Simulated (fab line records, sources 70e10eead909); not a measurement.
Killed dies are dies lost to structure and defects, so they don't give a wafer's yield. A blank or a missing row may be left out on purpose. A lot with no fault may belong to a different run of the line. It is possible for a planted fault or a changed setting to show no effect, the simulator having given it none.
Which tool did it?	flow nand-harc	24 lots, 72 wafers sampled, at 6 steps of a route of 1302

== WHAT THE GAUGES READ, wafer by wafer ==
No reading from a measuring or inspecting step in the record can be judged against a usual standard deviation.

== EACH LOT AND THE TOOL THAT RAN IT (in order: tool; ch and the chambers of the sampled wafers; start) ==
lot	NHARC_A_CONTACT_ETCH_134	NHARC_A_CONTACT_ETCH_137	NHARC_A_CONTACT_ETCH_139	NHARC_A_CONTACT_ETCH_110	NHARC_A_M0_ETCH_15	NHARC_A_M0_PRE_CLEAN_29
L074	har-cap-etch-01 ch 0,1, day 23 01:11	har-cap-etch-01 ch 0,1, day 23 01:55	har-cap-etch-01 ch 0,1, day 23 02:27	rie-diel-09 ch 0,2,3, day 23 03:34	rie-diel-03 ch 1,3, no start	pvd-sputter-03, no start
L075	har-cap-etch-02 ch 0, day 23 01:34	har-cap-etch-02 ch 0, day 23 02:19	har-cap-etch-02 ch 0, day 23 02:51	rie-diel-09 ch 0,2,3, day 23 04:17	rie-diel-03 ch 2,3, no start	pvd-sputter-03, no start
L076	har-cap-etch-03 ch 0,1, day 23 03:19	har-cap-etch-03 ch 0,1, day 23 04:06	har-cap-etch-03 ch 0,1, day 23 04:39	rie-diel-09 ch 0,1, day 23 05:41	rie-diel-06 ch 0,3, no start	pvd-sputter-02, no start
L077	har-cap-etch-02 ch 0,1, day 23 13:46	har-cap-etch-02 ch 0,1, day 23 14:32	har-cap-etch-02 ch 0,1, day 23 15:04	rie-diel-09 ch 0,2,3, day 23 16:04	rie-diel-03 ch 1,2,3, no start	pvd-sputter-02, no start
L078	har-cap-etch-02 ch 0,1, day 24 23:50	har-cap-etch-02 ch 0,1, day 25 00:35	har-cap-etch-02 ch 0,1, day 25 01:07	rie-diel-11 ch 0,1, day 25 02:16	rie-diel-06 ch 0,3, no start	pvd-sputter-03, no start
L079	har-cap-etch-01 ch 0,1, day 25 07:09	har-cap-etch-01 ch 0,1, day 25 07:55	har-cap-etch-01 ch 0,1, day 25 08:27	rie-diel-09 ch 0,3, day 25 09:32	rie-diel-06 ch 1,2,3, no start	pvd-sputter-02, no start
L081	har-cap-etch-02 ch 0,1, day 25 11:14	har-cap-etch-02 ch 0,1, day 25 11:59	har-cap-etch-02 ch 0,1, day 25 12:32	rie-diel-09 ch 0,1,3, day 25 13:41	rie-diel-12 ch 0,2,3, no start	pvd-sputter-03, no start
L080	har-cap-etch-02 ch 0,1, day 25 13:47	har-cap-etch-02 ch 0,1, day 25 14:32	har-cap-etch-02 ch 0,1, day 25 15:05	rie-diel-09 ch 0,3, day 25 16:09	rie-diel-03 ch 0,1, no start	pvd-sputter-03, no start
L082	har-cap-etch-03 ch 0,1, day 25 15:11	har-cap-etch-03 ch 0,1, day 25 15:56	har-cap-etch-03 ch 0,1, day 25 16:29	rie-diel-11 ch 1,2, day 25 17:33	rie-diel-03 ch 1,2, no start	pvd-sputter-03, no start
L086	har-cap-etch-02 ch 0,1, day 26 10:11	har-cap-etch-02 ch 0,1, day 26 10:56	har-cap-etch-02 ch 0,1, day 26 11:28	rie-diel-08 ch 2,3, day 26 12:33	rie-diel-06 ch 1,2, no start	pvd-sputter-01, no start
L083	har-cap-etch-03 ch 0,1, day 26 14:26	har-cap-etch-03 ch 0,1, day 26 15:12	har-cap-etch-03 ch 0,1, day 26 15:44	rie-diel-09 ch 1,2,3, day 26 16:43	rie-diel-03 ch 0,1,3, no start	pvd-sputter-01, no start
L084	har-cap-etch-02 ch 0,1, day 26 20:07	har-cap-etch-02 ch 0,1, day 26 20:52	har-cap-etch-02 ch 0,1, day 26 21:25	rie-diel-09 ch 0,1, day 26 22:27	rie-diel-03 ch 0,2,3, no start	pvd-sputter-02, no start
L085	har-cap-etch-03 ch 1, day 26 20:27	har-cap-etch-03 ch 1, day 26 21:11	har-cap-etch-03 ch 1, day 26 21:44	rie-diel-08 ch 1,3, day 26 22:52	rie-diel-03 ch 0,2,3, no start	pvd-sputter-01, no start
L087	har-cap-etch-03 ch 0,1, day 27 08:25	har-cap-etch-03 ch 0,1, day 27 09:11	har-cap-etch-03 ch 0,1, day 27 09:44	rie-diel-08 ch 0,3, day 27 10:45	rie-diel-12 ch 1,2,3, no start	pvd-sputter-01, no start
L089	har-cap-etch-01 ch 0,1, day 28 15:54	har-cap-etch-01 ch 0,1, day 28 16:53	har-cap-etch-01 ch 0,1, day 28 17:36	rie-diel-09 ch 0,1,3, day 28 18:46	rie-diel-03 ch 0,1,3, no start	pvd-sputter-02, no start
L088	har-cap-etch-02 ch 0,1, day 28 17:08	har-cap-etch-02 ch 0,1, day 28 17:53	har-cap-etch-02 ch 0,1, day 28 18:25	rie-diel-09 ch 1,2,3, day 28 19:28	rie-diel-03 ch 0,1, no start	pvd-sputter-03, no start
L090	har-cap-etch-03 ch 1, day 28 19:32	har-cap-etch-03 ch 1, day 28 20:29	har-cap-etch-03 ch 1, day 28 21:13	rie-diel-11 ch 2,3, day 28 22:19	rie-diel-12 ch 1,2,3, no start	pvd-sputter-02, no start
L092	har-cap-etch-03 ch 0,1, day 30 10:14	har-cap-etch-03 ch 0,1, day 30 10:59	har-cap-etch-03 ch 0,1, day 30 11:32	rie-diel-09 ch 0,3, day 30 12:48	rie-diel-12 ch 0,1,2, no start	pvd-sputter-02, no start
L091	har-cap-etch-03 ch 0,1, day 30 13:58	har-cap-etch-03 ch 0,1, day 30 14:44	har-cap-etch-03 ch 0,1, day 30 15:16	rie-diel-09 ch 1,3, day 30 16:28	rie-diel-12 ch 0,2,3, no start	pvd-sputter-01, no start
L093	har-cap-etch-01 ch 0,1, day 30 19:22	har-cap-etch-01 ch 0,1, day 30 20:22	har-cap-etch-01 ch 0,1, day 30 21:05	rie-diel-09 ch 2,3, day 30 22:41	rie-diel-12 ch 0,2, no start	pvd-sputter-02, no start
L095	har-cap-etch-02 ch 0,1, day 30 22:29	har-cap-etch-02 ch 0,1, day 30 23:14	har-cap-etch-02 ch 0,1, day 30 23:46	rie-diel-09 ch 0,3, day 31 00:58	rie-diel-12 ch 2,3, no start	pvd-sputter-03, no start
L094	har-cap-etch-01 ch 0,1, day 31 02:13	har-cap-etch-01 ch 0,1, day 31 03:13	har-cap-etch-01 ch 0,1, day 31 03:56	rie-diel-09 ch 1,3, day 31 05:40	rie-diel-12 ch 0,3, no start	pvd-sputter-02, no start
L097	har-cap-etch-01 ch 0,1, day 31 14:16	har-cap-etch-01 ch 0,1, day 31 15:01	har-cap-etch-01 ch 0,1, day 31 15:33	rie-diel-11 ch 0,2, day 31 16:38	rie-diel-03 ch 1,3, no start	pvd-sputter-03, no start
L096	har-cap-etch-03 ch 0,1, day 31 17:48	har-cap-etch-03 ch 0,1, day 31 18:34	har-cap-etch-03 ch 0,1, day 31 19:07	rie-diel-09 ch 0,2,3, day 31 20:04	rie-diel-06 ch 1,2, no start	pvd-sputter-02, no start
- NHARC_A_CONTACT_ETCH_134: etches the open film in C4F8/O2/Ar, time 140 s, target depth 700 nm.
- NHARC_A_CONTACT_ETCH_137: etches the open film in C4F8/O2/Ar, time 311 s, target depth 1912 nm.
- NHARC_A_CONTACT_ETCH_139: etches the open film in C4F8/O2/Ar, time 195 s, target depth 840 nm.
- NHARC_A_CONTACT_ETCH_110: etches the open film in CF4/O2, target depth 60 nm, overetch 6 nm, time 33 s.
- NHARC_A_M0_ETCH_15: etches the open film in C4F8/Ar, target depth 150 nm, overetch 15 nm, time 82.5 s.
- NHARC_A_M0_PRE_CLEAN_29: time 30 s.

== AS READ BY THE TOOLS THEMSELVES (means over the sampled wafers that have a number; for cases with no such wafer, the mark the record gives instead) ==
NHARC_A_CONTACT_ETCH_134. Usual: chamber-pressure-mTorr reads 19.999 mTorr (standard deviation 0.018).
lot	tool	chamber-pressure-mTorr (mTorr)	flag
L074	har-cap-etch-01	20.014	
L075	har-cap-etch-02	19.984	
L076	har-cap-etch-03	19.986	
L077	har-cap-etch-02	20.000	
L078	har-cap-etch-02	20.019	
L079	har-cap-etch-01	20.002	
L081	har-cap-etch-02	19.993	
L080	har-cap-etch-02	20.005	
L082	har-cap-etch-03	19.978	
L086	har-cap-etch-02	19.996	
L083	har-cap-etch-03	19.993	
L084	har-cap-etch-02	19.998	
L085	har-cap-etch-03	19.989	
L087	har-cap-etch-03	20.008	
L089	har-cap-etch-01	19.989	
L088	har-cap-etch-02	20.004	
L090	har-cap-etch-03	20.007	
L092	har-cap-etch-03	20.003	
L091	har-cap-etch-03	19.974	
L093	har-cap-etch-01	19.983	
L095	har-cap-etch-02	19.990	
L094	har-cap-etch-01	20.011	
L097	har-cap-etch-01	19.987	
L096	har-cap-etch-03	19.998	

NHARC_A_CONTACT_ETCH_137. Usual: chamber-pressure-mTorr reads 19.997 mTorr (standard deviation 0.019).
lot	tool	chamber-pressure-mTorr (mTorr)	flag
L074	har-cap-etch-01	19.998	
L075	har-cap-etch-02	19.986	
L076	har-cap-etch-03	20.002	
L077	har-cap-etch-02	20.001	
L078	har-cap-etch-02	19.988	
L079	har-cap-etch-01	20.002	
L081	har-cap-etch-02	19.993	
L080	har-cap-etch-02	20.014	
L082	har-cap-etch-03	19.999	
L086	har-cap-etch-02	19.999	
L083	har-cap-etch-03	19.996	
L084	har-cap-etch-02	20.001	
L085	har-cap-etch-03	20.008	
L087	har-cap-etch-03	19.992	
L089	har-cap-etch-01	19.982	
L088	har-cap-etch-02	19.993	
L090	har-cap-etch-03	19.991	
L092	har-cap-etch-03	19.984	
L091	har-cap-etch-03	19.979	
L093	har-cap-etch-01	19.996	
L095	har-cap-etch-02	19.994	
L094	har-cap-etch-01	19.992	
L097	har-cap-etch-01	19.999	
L096	har-cap-etch-03	20.002	

NHARC_A_CONTACT_ETCH_139. Usual: chamber-pressure-mTorr reads 20.001 mTorr (standard deviation 0.019).
lot	tool	chamber-pressure-mTorr (mTorr)	flag
L074	har-cap-etch-01	19.995	
L075	har-cap-etch-02	19.995	
L076	har-cap-etch-03	19.999	
L077	har-cap-etch-02	20.005	
L078	har-cap-etch-02	19.984	
L079	har-cap-etch-01	20.005	
L081	har-cap-etch-02	20.008	
L080	har-cap-etch-02	19.991	
L082	har-cap-etch-03	20.004	
L086	har-cap-etch-02	20.013	
L083	har-cap-etch-03	20.014	
L084	har-cap-etch-02	20.000	
L085	har-cap-etch-03	19.990	
L087	har-cap-etch-03	19.984	
L089	har-cap-etch-01	19.993	
L088	har-cap-etch-02	20.001	
L090	har-cap-etch-03	19.966	
L092	har-cap-etch-03	20.002	
L091	har-cap-etch-03	20.007	
L093	har-cap-etch-01	20.006	
L095	har-cap-etch-02	20.017	
L094	har-cap-etch-01	20.002	
L097	har-cap-etch-01	19.999	
L096	har-cap-etch-03	20.010	

NHARC_A_CONTACT_ETCH_110. Usual: chamber-pressure-mTorr 30.000 mTorr, standard deviation 0.027; drypump-motor-current-A 5.7 A, standard deviation 0.37; oes-product-au 1.001 a.u., standard deviation 0.01; rf-vpp-V 196.9 V, standard deviation 1.7; showerhead-plenum-p-Torr 1.29 Torr, standard deviation 0.068; throttle-valve-pct 13.397 %, standard deviation 0.0088.
lot	tool	chamber-pressure-mTorr (mTorr)	drypump-motor-current-A (A)	oes-product-au (a.u.)	rf-vpp-V (V)	showerhead-plenum-p-Torr (Torr)	throttle-valve-pct (%)	flag
L074	rie-diel-09	29.992	5.7	0.999	197.2	1.30	13.400	
L075	rie-diel-09	29.992	5.7	1.002	197.9	1.30	13.407	
L076	rie-diel-09	29.992	5.6	1.006	196.5	1.30	13.392	
L077	rie-diel-09	30.028	5.7	1.001	196.4	1.30	13.388	
L078	rie-diel-11	29.981	5.6	0.994	197.2	1.32	13.394	
L079	rie-diel-09	30.037	5.9	0.999	196.5	1.30	13.393	
L081	rie-diel-09	30.012	5.7	0.993	197.4	1.30	13.395	
L080	rie-diel-09	30.000	5.6	1.005	198.5	1.36	13.399	
L082	rie-diel-11	29.979	6.1	0.995	196.4	1.27	13.411	
L086	rie-diel-08	30.032	6.1	0.998	197.0	1.27	13.403	
L083	rie-diel-09	30.001	5.8	1.004	196.1	1.24	13.401	
L084	rie-diel-09	29.975	5.4	1.004	198.0	1.34	13.397	
L085	rie-diel-08	29.986	5.3	0.998	197.0	1.28	13.394	
L087	rie-diel-08	30.000	5.6	1.009	197.4	1.29	13.402	
L089	rie-diel-09	29.998	5.7	0.998	197.7	1.29	13.400	
L088	rie-diel-09	30.002	5.8	0.995	195.6	1.24	13.401	
L090	rie-diel-11	30.019	6.2	1.007	196.6	1.27	13.395	
L092	rie-diel-09	30.006	5.9	0.994	196.7	1.30	13.400	
L091	rie-diel-09	30.012	5.8	1.004	198.1	1.38	13.392	
L093	rie-diel-09	29.996	6.0	1.000	195.8	1.24	13.401	
L095	rie-diel-09	30.005	5.9	0.989	197.2	1.29	13.400	
L094	rie-diel-09	30.008	6.0	1.001	196.4	1.31	13.394	
L097	rie-diel-11	30.009	5.8	0.999	197.7	1.30	13.394	
L096	rie-diel-09	30.004	5.7	0.993	197.2	1.29	13.391	

NHARC_A_M0_ETCH_15. Usual: chamber-pressure-mTorr 24.999 mTorr, standard deviation 0.021; oes-product-au 0.945 a.u., standard deviation 0.025; rf-vpp-V 441.3 V, standard deviation 2.9.
lot	tool	chamber-pressure-mTorr (mTorr)	oes-product-au (a.u.)	rf-vpp-V (V)	flag
L074	rie-diel-03	24.989	0.950	440.0	
L075	rie-diel-03	24.983	0.953	442.7	
L076	rie-diel-06	25.009	0.970	440.9	
L077	rie-diel-03	25.021	0.973	441.4	
L078	rie-diel-06	25.005	0.985	438.7	
L079	rie-diel-06	25.007	0.927	437.3	
L081	rie-diel-12	25.011	0.927	441.8	
L080	rie-diel-03	25.009	0.933	442.5	
L082	rie-diel-03	24.996	0.975	441.1	
L086	rie-diel-06	24.993	0.946	436.4	
L083	rie-diel-03	24.988	0.926	441.8	
L084	rie-diel-03	24.982	0.926	443.3	
L085	rie-diel-03	25.013	0.926	443.5	
L087	rie-diel-12	24.991	0.966	442.6	
L089	rie-diel-03	25.010	0.966	441.9	
L088	rie-diel-03	24.996	0.969	442.2	
L090	rie-diel-12	25.014	0.963	442.2	
L092	rie-diel-12	25.010	0.919	441.1	
L091	rie-diel-12	24.979	0.962	442.7	
L093	rie-diel-12	24.994	0.953	440.3	
L095	rie-diel-12	25.018	0.910	440.5	
L094	rie-diel-12	25.026	0.911	442.8	
L097	rie-diel-03	24.984	0.926	440.1	
L096	rie-diel-06	24.988	0.916	438.0	

NHARC_A_M0_PRE_CLEAN_29. Usual: heater-power-w reads 408 W (standard deviation 41).
lot	tool	heater-power-w (W)	flag
L074	pvd-sputter-03	421	
L075	pvd-sputter-03	420	
L076	pvd-sputter-02	402	
L077	pvd-sputter-02	423	
L078	pvd-sputter-03	476	
L079	pvd-sputter-02	367	
L081	pvd-sputter-03	424	
L080	pvd-sputter-03	438	
L082	pvd-sputter-03	431	
L086	pvd-sputter-01	395	
L083	pvd-sputter-01	404	
L084	pvd-sputter-02	394	
L085	pvd-sputter-01	395	
L087	pvd-sputter-01	382	
L089	pvd-sputter-02	397	
L088	pvd-sputter-03	437	
L090	pvd-sputter-02	417	
L092	pvd-sputter-02	409	
L091	pvd-sputter-01	404	
L093	pvd-sputter-02	370	
L095	pvd-sputter-03	425	
L094	pvd-sputter-02	412	
L097	pvd-sputter-03	486	
L096	pvd-sputter-02	381	

== THE ANSWER, worked out from the rows above alone ==
Rule: a lot counts as off when the mean over its wafers that have a number is more than 3 standard deviations away from the usual mean. A lot without any number at a reading at which 4 lots or more have one is off too. All remaining lots with rows at the step are treated as sound. First the gauges in route order, then the tools' own readings, where a lot's mean is used as printed above. The first step at which some lot is off is used, and at that step the reading that is off furthest; a lot without a number counts as furthest.
None of the lots is off at any reading shown; this tells nothing.

== WHAT THE SIMULATOR HAD INSERTED ==
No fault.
